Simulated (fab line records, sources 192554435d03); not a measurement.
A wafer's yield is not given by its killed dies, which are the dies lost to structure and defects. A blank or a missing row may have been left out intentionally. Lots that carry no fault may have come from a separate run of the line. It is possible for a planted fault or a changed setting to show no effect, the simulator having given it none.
Matching of chambers :: flow n5 finfet :: N5_BEOL_M8_ILD_DEP_00 on pecvd-01 has 3 sister chambers
The step deposits SiCOH lowk from DEMS/porogen, target thk 179.75 nm, time 33.4 s. 6 wafers are shown with their chamber, then 7 later ones without.

## WAFERS, EACH WITH ITS CHAMBER
wafer: L082.4
chamber: 1
throttle valve pct (%): 12.7
heater power w (W): 429

wafer: L085.5
chamber: 2
throttle valve pct (%): 13.3
heater power w (W): 292

wafer: L083.5
chamber: 2
throttle valve pct (%): 13.2
heater power w (W): 275

wafer: L083.6
chamber: 1
throttle valve pct (%): 12.6
heater power w (W): 386

wafer: L084.3
chamber: 0
throttle valve pct (%): 14.6
heater power w (W): 284

wafer: L084.4
chamber: 0
throttle valve pct (%): 14.9
heater power w (W): 303

## WAFERS MISSING THEIR CHAMBER
wafer: L084.5
throttle valve pct (%): 12.6
heater power w (W): 384

wafer: L086.1
throttle valve pct (%): 12.8
heater power w (W): 423

wafer: L086.3
throttle valve pct (%): 13.5
heater power w (W): 268

wafer: L086.5
throttle valve pct (%): 13.1
heater power w (W): 284

wafer: L087.1
throttle valve pct (%): 14.7
heater power w (W): 292

wafer: L087.3
throttle valve pct (%): 12.5
heater power w (W): 429

wafer: L087.6
throttle valve pct (%): 14.8
heater power w (W): 301

## CHAMBER TAKEN BY EACH
wafer: L084.5
from the rows above: 1
in truth: 1

wafer: L086.1
from the rows above: 1
in truth: 1

wafer: L086.3
from the rows above: 2
in truth: 2

wafer: L086.5
from the rows above: 2
in truth: 2

wafer: L087.1
from the rows above: 0
in truth: 0

wafer: L087.3
from the rows above: 1
in truth: 1

wafer: L087.6
from the rows above: 0
in truth: 0
Correctly placed: 7 of 7. Number that these rows cannot place: 0. Number placed wrongly: 0.
How it was worked out, from the rows above alone: a wafer's distance from a chamber is the root of the sum, over the readings, of the square of ((its reading less the chamber's mean) divided by the reading's scatter). The wafer belongs to the nearest chamber; if the next one is less than 2 further off, it can't be placed. Each chamber's mean is taken over the wafers shown for it. How the scatter is found: for the shown wafers, subtract from each reading the mean of its chamber, square and add these, divide the total by (wafers less chambers), then take the root.
